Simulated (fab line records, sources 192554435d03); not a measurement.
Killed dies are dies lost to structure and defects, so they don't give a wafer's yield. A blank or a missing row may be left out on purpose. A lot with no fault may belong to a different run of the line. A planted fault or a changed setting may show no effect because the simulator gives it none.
Which tool did it? -- flow n5_finfet -- 24 lots, 72 wafers sampled, at 6 steps of a route of 1938

== WHAT EACH GAUGE READ, for each wafer ==
No reading from a measuring or inspecting step in the record can be judged against a usual standard deviation.

== EACH LOT AND THE TOOL THAT RAN IT (in order: tool; ch and the chambers of the sampled wafers; start) ==
lot,N5_BEOL_M3_STRIP_19,N5_BEOL_M3_SPUTTER_48,N5_BEOL_M3_ANNEAL_49,N5_BEOL_M3_SPUTTER_79,N5_BEOL_M3_SPUTTER_81,N5_BEOL_M3_ANNEAL_91
L074,"rie_diel-02 ch 1,2,3, day 7 00:52","pvd_sputter-02, day 7 09:15","pvd_sputter-02, day 7 09:20","pvd_sputter-02, day 7 09:28","pvd_sputter-02, day 7 09:41","pvd_sputter-02, day 7 10:26"
L075,"rie_diel-02 ch 2,3, day 7 04:32","pvd_sputter-01, day 7 09:39","pvd_sputter-01, day 7 09:44","pvd_sputter-01, day 7 09:52","pvd_sputter-01, day 7 10:05","pvd_sputter-01, day 7 10:50"
L076,"rie_diel-05 ch 0,2, day 7 05:28","pvd_sputter-03, day 7 12:06","pvd_sputter-03, day 7 12:11","pvd_sputter-03, day 7 12:19","pvd_sputter-03, day 7 12:32","pvd_sputter-03, day 7 13:17"
L077,"rie_diel-02 ch 1,2, day 7 21:47","pvd_sputter-02, day 8 12:44","pvd_sputter-02, day 8 12:49","pvd_sputter-02, day 8 12:57","pvd_sputter-02, day 8 13:10","pvd_sputter-02, day 8 13:55"
L079,"rie_diel-03 ch 0,2, day 8 07:37","pvd_sputter-02, day 8 16:54","pvd_sputter-02, day 8 16:59","pvd_sputter-02, day 8 17:07","pvd_sputter-02, day 8 17:20","pvd_sputter-02, day 8 18:05"
L078,"rie_diel-05 ch 0,1,2, day 8 07:47","pvd_sputter-01, day 8 12:04","pvd_sputter-01, day 8 12:08","pvd_sputter-01, day 8 12:18","pvd_sputter-01, day 8 12:32","pvd_sputter-01, day 8 13:20"
L080,"rie_diel-03 ch 0,1,3, day 9 00:26","pvd_sputter-01, day 9 03:28","pvd_sputter-01, day 9 03:32","pvd_sputter-01, day 9 03:41","pvd_sputter-01, day 9 03:54","pvd_sputter-01, day 9 04:38"
L081,"rie_diel-03 ch 1,3, day 9 00:39","pvd_sputter-02, day 9 03:31","pvd_sputter-02, day 9 03:36","pvd_sputter-02, day 9 03:44","pvd_sputter-02, day 9 03:58","pvd_sputter-02, day 9 04:42"
L083,"rie_diel-03 ch 0,1,3, day 9 04:16","pvd_sputter-03, day 9 08:17","pvd_sputter-03, day 9 08:22","pvd_sputter-03, day 9 08:31","pvd_sputter-03, day 9 08:44","pvd_sputter-03, day 9 09:28"
L082,"rie_diel-03 ch 1,3, day 9 08:09","pvd_sputter-02, day 9 16:17","pvd_sputter-02, day 9 16:22","pvd_sputter-02, day 9 16:30","pvd_sputter-02, day 9 16:43","pvd_sputter-02, day 9 17:28"
L084,"rie_diel-02 ch 0,1,3, day 9 09:29","pvd_sputter-02, day 9 19:15","pvd_sputter-02, day 9 19:20","pvd_sputter-02, day 9 19:28","pvd_sputter-02, day 9 19:41","pvd_sputter-02, day 9 20:26"
L085,"rie_diel-05 ch 1,2,3, day 9 13:57","pvd_sputter-03, day 9 23:44","pvd_sputter-03, day 9 23:49","pvd_sputter-03, day 9 23:57","pvd_sputter-03, day 10 00:10","pvd_sputter-03, day 10 00:55"
L088,"rie_diel-05 ch 2,3, day 10 04:58","pvd_sputter-01, day 10 13:49","pvd_sputter-01, day 10 13:54","pvd_sputter-01, day 10 14:02","pvd_sputter-01, day 10 14:16","pvd_sputter-01, day 10 15:00"
L086,"rie_diel-02 ch 0,1,3, day 10 09:23","pvd_sputter-02, day 10 16:46","pvd_sputter-02, day 10 16:50","pvd_sputter-02, day 10 16:59","pvd_sputter-02, day 10 17:12","pvd_sputter-02, day 10 17:56"
L087,"rie_diel-02 ch 0,1,3, day 10 15:29","pvd_sputter-01, day 10 23:20","pvd_sputter-01, day 10 23:25","pvd_sputter-01, day 10 23:34","pvd_sputter-01, day 10 23:47","pvd_sputter-01, day 11 00:31"
L089,"rie_diel-02 ch 2,3, day 10 23:50","pvd_sputter-02, day 11 08:58","pvd_sputter-02, day 11 09:03","pvd_sputter-02, day 11 09:11","pvd_sputter-02, day 11 09:25","pvd_sputter-02, day 11 10:09"
L090,"rie_diel-03 ch 0,1,3, day 11 02:40","pvd_sputter-03, day 11 06:18","pvd_sputter-03, day 11 06:23","pvd_sputter-03, day 11 06:31","pvd_sputter-03, day 11 06:44","pvd_sputter-03, day 11 07:29"
L092,"rie_diel-03 ch 0,2,3, day 11 06:49","pvd_sputter-03, day 11 10:54","pvd_sputter-03, day 11 10:59","pvd_sputter-03, day 11 11:07","pvd_sputter-03, day 11 11:20","pvd_sputter-03, day 11 12:05"
L091,"rie_diel-03 ch 1,2,3, day 11 07:05","pvd_sputter-01, day 11 11:50","pvd_sputter-01, day 11 11:55","pvd_sputter-01, day 11 12:03","pvd_sputter-01, day 11 12:16","pvd_sputter-01, day 11 13:01"
L093,"rie_diel-02 ch 0,3, day 11 19:43","pvd_sputter-01, day 12 02:01","pvd_sputter-01, day 12 02:05","pvd_sputter-01, day 12 02:14","pvd_sputter-01, day 12 02:27","pvd_sputter-01, day 12 03:11"
L095,"rie_diel-05 ch 1,2,3, day 11 20:25","pvd_sputter-01, day 12 03:53","pvd_sputter-01, day 12 03:58","pvd_sputter-01, day 12 04:07","pvd_sputter-01, day 12 04:20","pvd_sputter-01, day 12 05:04"
L094,"rie_diel-03 ch 0,3, day 12 00:14","pvd_sputter-01, day 12 14:36","pvd_sputter-01, day 12 14:41","pvd_sputter-01, day 12 14:49","pvd_sputter-01, day 12 15:02","pvd_sputter-01, day 12 15:47"
L096,"rie_diel-05 ch 1,2,3, day 12 18:15","pvd_sputter-01, day 13 02:27","pvd_sputter-01, day 13 02:32","pvd_sputter-01, day 13 02:40","pvd_sputter-01, day 13 02:53","pvd_sputter-01, day 13 03:38"
L097,"rie_diel-02 ch 0,1, day 13 03:32","pvd_sputter-01, day 13 06:32","pvd_sputter-01, day 13 06:37","pvd_sputter-01, day 13 06:45","pvd_sputter-01, day 13 06:58","pvd_sputter-01, day 13 07:43"
- N5_BEOL_M3_STRIP_19: strips in O2.
- N5_BEOL_M3_SPUTTER_48: material Cu, target thk 4.5 nm, time 8.29 s.
- N5_BEOL_M3_ANNEAL_49: time 240 s.
- N5_BEOL_M3_SPUTTER_79: material Cu, target thk 4.5 nm, time 8.29 s.
- N5_BEOL_M3_SPUTTER_81: material Cu, target thk 4.5 nm, time 8.29 s.
- N5_BEOL_M3_ANNEAL_91: time 240 s.

== WHAT THE TOOLS THEMSELVES READ (means of the sampled wafers that have a number; where no wafer has one, the mark that the record gives instead) ==
N5_BEOL_M3_STRIP_19.
lot,tool,drypump_motor_current_A (A),oes_product_au (a.u.),rf_vpp_V (V),showerhead_plenum_p_Torr (Torr),throttle_valve_pct (%)
L074,rie_diel-02,5.9,0.77,4.0,2.09,16.78
L075,rie_diel-02,6.1,0.74,3.7,2.12,16.95
L076,rie_diel-05,5.9,0.80,4.0,2.10,16.51
L077,rie_diel-02,6.2,0.75,3.3,2.10,16.83
L079,rie_diel-03,5.6,0.75,3.7,2.13,16.78
L078,rie_diel-05,5.8,0.76,3.5,2.12,16.54
L080,rie_diel-03,5.6,0.85,4.1,2.11,16.54
L081,rie_diel-03,6.0,0.84,3.1,2.13,16.49
L083,rie_diel-03,5.6,0.85,3.8,2.11,16.54
L082,rie_diel-03,5.4,0.86,4.1,2.14,16.49
L084,rie_diel-02,5.5,0.81,3.9,2.06,16.58
L085,rie_diel-05,6.0,0.79,3.4,2.11,16.64
L088,rie_diel-05,6.2,0.81,4.0,2.07,16.79
L086,rie_diel-02,5.5,0.80,3.9,2.06,16.58
L087,rie_diel-02,5.5,0.80,3.1,2.06,16.59
L089,rie_diel-02,5.7,0.73,4.2,2.10,16.96
L090,rie_diel-03,5.6,0.83,3.9,2.10,16.55
L092,rie_diel-03,5.9,0.77,3.7,2.11,16.69
L091,rie_diel-03,5.7,0.79,3.5,2.14,16.64
L093,rie_diel-02,5.4,0.81,4.0,2.08,16.54
L095,rie_diel-05,6.0,0.77,3.0,2.11,16.68
L094,rie_diel-03,6.2,0.80,3.7,2.09,16.59
L096,rie_diel-05,6.0,0.76,3.7,2.11,16.69
L097,rie_diel-02,5.5,0.82,4.0,2.05,16.41

N5_BEOL_M3_SPUTTER_48.
lot,tool,throttle_valve_pct (%)
L074,pvd_sputter-02,29.2
L075,pvd_sputter-01,30.1
L076,pvd_sputter-03,29.9
L077,pvd_sputter-02,30.1
L079,pvd_sputter-02,30.8
L078,pvd_sputter-01,30.2
L080,pvd_sputter-01,30.4
L081,pvd_sputter-02,29.2
L083,pvd_sputter-03,29.6
L082,pvd_sputter-02,29.9
L084,pvd_sputter-02,31.1
L085,pvd_sputter-03,29.0
L088,pvd_sputter-01,29.5
L086,pvd_sputter-02,29.1
L087,pvd_sputter-01,30.7
L089,pvd_sputter-02,31.2
L090,pvd_sputter-03,29.4
L092,pvd_sputter-03,29.4
L091,pvd_sputter-01,29.5
L093,pvd_sputter-01,30.5
L095,pvd_sputter-01,29.2
L094,pvd_sputter-01,29.9
L096,pvd_sputter-01,29.8
L097,pvd_sputter-01,30.2

N5_BEOL_M3_ANNEAL_49.
lot,tool,heater_power_w (W)
L074,pvd_sputter-02,814
L075,pvd_sputter-01,809
L076,pvd_sputter-03,864
L077,pvd_sputter-02,807
L079,pvd_sputter-02,807
L078,pvd_sputter-01,812
L080,pvd_sputter-01,774
L081,pvd_sputter-02,828
L083,pvd_sputter-03,839
L082,pvd_sputter-02,809
L084,pvd_sputter-02,804
L085,pvd_sputter-03,831
L088,pvd_sputter-01,822
L086,pvd_sputter-02,821
L087,pvd_sputter-01,792
L089,pvd_sputter-02,804
L090,pvd_sputter-03,831
L092,pvd_sputter-03,829
L091,pvd_sputter-01,825
L093,pvd_sputter-01,771
L095,pvd_sputter-01,802
L094,pvd_sputter-01,774
L096,pvd_sputter-01,788
L097,pvd_sputter-01,808

N5_BEOL_M3_SPUTTER_79.
lot,tool,throttle_valve_pct (%)
L074,pvd_sputter-02,29.3
L075,pvd_sputter-01,30.1
L076,pvd_sputter-03,30.3
L077,pvd_sputter-02,30.0
L079,pvd_sputter-02,30.6
L078,pvd_sputter-01,30.4
L080,pvd_sputter-01,30.6
L081,pvd_sputter-02,29.2
L083,pvd_sputter-03,29.5
L082,pvd_sputter-02,29.7
L084,pvd_sputter-02,31.2
L085,pvd_sputter-03,28.9
L088,pvd_sputter-01,29.6
L086,pvd_sputter-02,29.3
L087,pvd_sputter-01,30.8
L089,pvd_sputter-02,31.0
L090,pvd_sputter-03,29.5
L092,pvd_sputter-03,29.4
L091,pvd_sputter-01,29.5
L093,pvd_sputter-01,30.3
L095,pvd_sputter-01,29.1
L094,pvd_sputter-01,29.6
L096,pvd_sputter-01,29.9
L097,pvd_sputter-01,29.9

N5_BEOL_M3_SPUTTER_81.
lot,tool,throttle_valve_pct (%)
L074,pvd_sputter-02,29.0
L075,pvd_sputter-01,30.1
L076,pvd_sputter-03,30.0
L077,pvd_sputter-02,30.1
L079,pvd_sputter-02,30.8
L078,pvd_sputter-01,30.3
L080,pvd_sputter-01,30.6
L081,pvd_sputter-02,29.1
L083,pvd_sputter-03,29.6
L082,pvd_sputter-02,29.8
L084,pvd_sputter-02,31.2
L085,pvd_sputter-03,28.9
L088,pvd_sputter-01,29.4
L086,pvd_sputter-02,29.0
L087,pvd_sputter-01,30.6
L089,pvd_sputter-02,31.0
L090,pvd_sputter-03,29.4
L092,pvd_sputter-03,29.4
L091,pvd_sputter-01,29.6
L093,pvd_sputter-01,30.3
L095,pvd_sputter-01,29.2
L094,pvd_sputter-01,29.7
L096,pvd_sputter-01,29.9
L097,pvd_sputter-01,30.2

N5_BEOL_M3_ANNEAL_91.
lot,tool,heater_power_w (W)
L074,pvd_sputter-02,828
L075,pvd_sputter-01,809
L076,pvd_sputter-03,850
L077,pvd_sputter-02,793
L079,pvd_sputter-02,798
L078,pvd_sputter-01,824
L080,pvd_sputter-01,769
L081,pvd_sputter-02,801
L083,pvd_sputter-03,847
L082,pvd_sputter-02,815
L084,pvd_sputter-02,807
L085,pvd_sputter-03,832
L088,pvd_sputter-01,815
L086,pvd_sputter-02,814
L087,pvd_sputter-01,802
L089,pvd_sputter-02,802
L090,pvd_sputter-03,834
L092,pvd_sputter-03,822
L091,pvd_sputter-01,823
L093,pvd_sputter-01,762
L095,pvd_sputter-01,791
L094,pvd_sputter-01,770
L096,pvd_sputter-01,773
L097,pvd_sputter-01,796

== THE ANSWER, worked out from the rows above alone ==
Rule: what is usual is taken from the lots themselves. The widest of any qualifying gaps counts: lots, ordered by their means at a reading, are off when they make up no more than a third of the lots, leave a main group of 4 or more, and stand apart from it by 3 or more times the standard deviation of that group's means. If all means in a main group match to the digits the tables above print for the reading, that group is not used. Also off: a lot with no number at a reading for which 4 or more lots have one. The other lots that the step has rows for count as sound. The gauges are gone through in route order, then the tools' own readings, and for those a lot's mean is taken as printed above. At the first step where some lot is off, the reading lying furthest off is the one used; lots without a number count as furthest.
No lot is off on any of the readings shown, so nothing can be concluded from this.

== WHAT THE SIMULATOR HAD PUT IN ==
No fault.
